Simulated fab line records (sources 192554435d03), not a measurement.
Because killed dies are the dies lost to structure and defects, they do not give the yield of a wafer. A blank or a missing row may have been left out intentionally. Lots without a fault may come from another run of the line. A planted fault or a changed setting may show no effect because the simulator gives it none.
Lot-split experiment -- flow n5 finfet -- on a route of 1938 steps: 7 lots, 21 wafers read

== ABOUT THE SPLIT ==
At N5_MIM_BOT_SPUTTER_00 (material TiN, target thk 35 nm, time 89.7 s), the setting time s was moved away from the recipe's 89.7 s on 7 of the 21 wafers read, by -12.8% to +12.6%. All remaining wafers had this setting at the recipe value.

Reading taken at the split's own step.

== THE READING ==
TiN_of_MIM_BOT_SPUTTER_00.thk nm (the simulator's own value, which no gauge read), in nm, at N5_MIM_BOT_SPUTTER_00 (material TiN, target thk 35 nm, time 89.7 s). No usual value for it is given in the file. Average 35.1 nm, standard deviation 0.6 nm, over the 14 wafers here run with the recipe.

wafer,"tool, chamber at the split","time s as run, s",against the recipe,"TiN_of_MIM_BOT_SPUTTER_00.thk nm, nm",against lot-mates on the recipe
L075.3,"pvd sputter-01, -",101,+12.6%,40,no lot-mate on the recipe
L075.4,"pvd sputter-01, -",101,+12.6%,40,no lot-mate on the recipe
L075.5,"pvd sputter-01, -",101,+12.6%,40.2,no lot-mate on the recipe
L076.1,"pvd sputter-02, -",89.7,recipe,34.8,-
L076.4,"pvd sputter-02, -",89.7,recipe,34.8,-
L076.6,"pvd sputter-02, -",89.7,recipe,35.2,-
L077.2,"pvd sputter-02, -",78.24,-12.8%,30.8,-4.3
L077.3,"pvd sputter-02, -",89.7,recipe,35.2,-
L077.6,"pvd sputter-02, -",89.7,recipe,35,-
L078.1,"pvd sputter-01, -",89.7,recipe,36.2,-
L078.3,"pvd sputter-01, -",89.7,recipe,35.6,-
L078.5,"pvd sputter-01, -",89.7,recipe,36,-
L082.1,"pvd sputter-02, -",97.19,+8.4%,38.4,+3.6
L082.3,"pvd sputter-02, -",97.19,+8.4%,37.8,+3.0
L082.5,"pvd sputter-02, -",89.7,recipe,34.8,-
L089.2,"pvd sputter-01, -",83.43,-7.0%,31.8,-2.2
L089.4,"pvd sputter-01, -",89.7,recipe,34,-
L089.6,"pvd sputter-01, -",89.7,recipe,34,-
L090.2,"pvd sputter-03, -",89.7,recipe,35.2,-
L090.6,"pvd sputter-03, -",89.7,recipe,35.2,-
L090.5,"pvd sputter-03, -",89.7,recipe,34.8,-

FIT RESULTS
A straight line over all 21 wafers: TiN_of_MIM_BOT_SPUTTER_00.thk nm changes by +0.383 nm for each +1% of time s; r = +0.97; the points scatter about the line by 0.57 nm.
The same after taking each lot's own level away (the mean of its wafers on the recipe; 18 wafers): +0.357 nm for each +1%; r = +0.99; scatter 0.23 nm.
According to that fit, moving time s by its largest amount changes the reading by 4.6 nm.
From 34.00 to 35.93 nm: that is the span of the lots' own levels, equal to 3.2 times the standard deviation above.
The two slopes are in agreement: the lot-to-lot level therefore moves the slope only a little.
Check: for one of the wafers moved furthest among these (-12.8%), held out of the fit, the line's prediction against its lot-mates is -4.71 nm. Against them it came out at -4.3 nm.

== THE OTHER SPLITS THESE WAFERS WENT THROUGH ==
Other splits were also applied to these wafers ahead of the reading. Each is held against what the fit with the lots' levels taken away leaves over:
other split on the same wafers,wafers away from the commonest value,r with TiN_of_MIM_BOT_SPUTTER_00.thk nm (lot level and that fit taken away)
N5_BEOL_M13_EXPOSE_25 dose mj,7,+0.18
N5_BEOL_M13_ETCH_67 bias w,8,-0.14
N5_BEOL_M14_TRENCH_ETCH_34 time s,9,-0.11
N5_BEOL_M14_SPUTTER_43 power w,9,-0.02

== THE FILE'S OWN FIT ==
TiN_of_MIM_BOT_SPUTTER_00.thk nm changes by +0.347 nm for each +1% of time s, r = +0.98.
